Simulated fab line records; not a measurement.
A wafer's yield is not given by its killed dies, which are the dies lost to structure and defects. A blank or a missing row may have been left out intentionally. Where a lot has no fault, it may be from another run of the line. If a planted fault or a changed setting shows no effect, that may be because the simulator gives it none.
Chamber matching ; flow n5-finfet ; N5_BEOL_M2_PRE_CLEAN_60 on cvd-co-01 has 3 sister chambers
The step time 15 s. 24 wafers are shown with their chamber, then 12 later ones without.

## WAFERS WITH THEIR CHAMBER
wafer;chamber;heater-power-w (W)
L074.1;0;87
L074.4;1;68
L074.5;0;88
L078.1;2;94
L078.3;1;66
L078.6;0;87
L082.2;1;66
L082.3;2;92
L082.6;0;89
L085.3;0;89
L085.5;1;66
L085.6;2;93
L086.1;0;89
L086.2;1;67
L086.6;2;94
L088.1;2;91
L088.2;1;66
L088.3;0;89
L088.4;2;92
L088.5;0;88
L088.6;1;65
L089.2;1;67
L089.4;0;90
L089.6;1;66

SIGNATURES (means of the wafers above)
reading;chamber 0;chamber 1;chamber 2;scatter within a chamber
heater-power-w;88.44;66.33;92.67;1.01
Rule: distance of a wafer from a chamber = root of the sum over the readings of ((wafer's reading minus chamber's mean) / reading's scatter) squared. If the next closest chamber is less than 2 further off than the closest, the wafer can't be placed; otherwise it belongs to the closest. The scatter: the root of (the sum of the squares of (reading less its chamber's mean) over the shown wafers, divided by (wafers less chambers)).

## WAFERS WITHOUT THEIR CHAMBER
wafer;heater-power-w (W)
L090.2;89
L090.3;93
L090.5;67
L092.1;90
L092.2;94
L092.5;91
L094.1;92
L094.3;67
L094.5;93
L095.2;67
L095.3;93
L095.4;65

## EACH ONE'S CHAMBER
wafer;from the rows above;in truth
L090.2;0;0
L090.3;2;2
L090.5;1;1
L092.1;can't be placed: 0 or 2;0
L092.2;2;2
L092.5;can't be placed: 2 or 0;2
L094.1;2;2
L094.3;1;1
L094.5;2;2
L095.2;1;1
L095.3;2;2
L095.4;1;1
Correctly placed: 10 of 12. Can't be placed from these rows: 2 (the true chamber is among the candidates in 2). 0 placed wrongly.
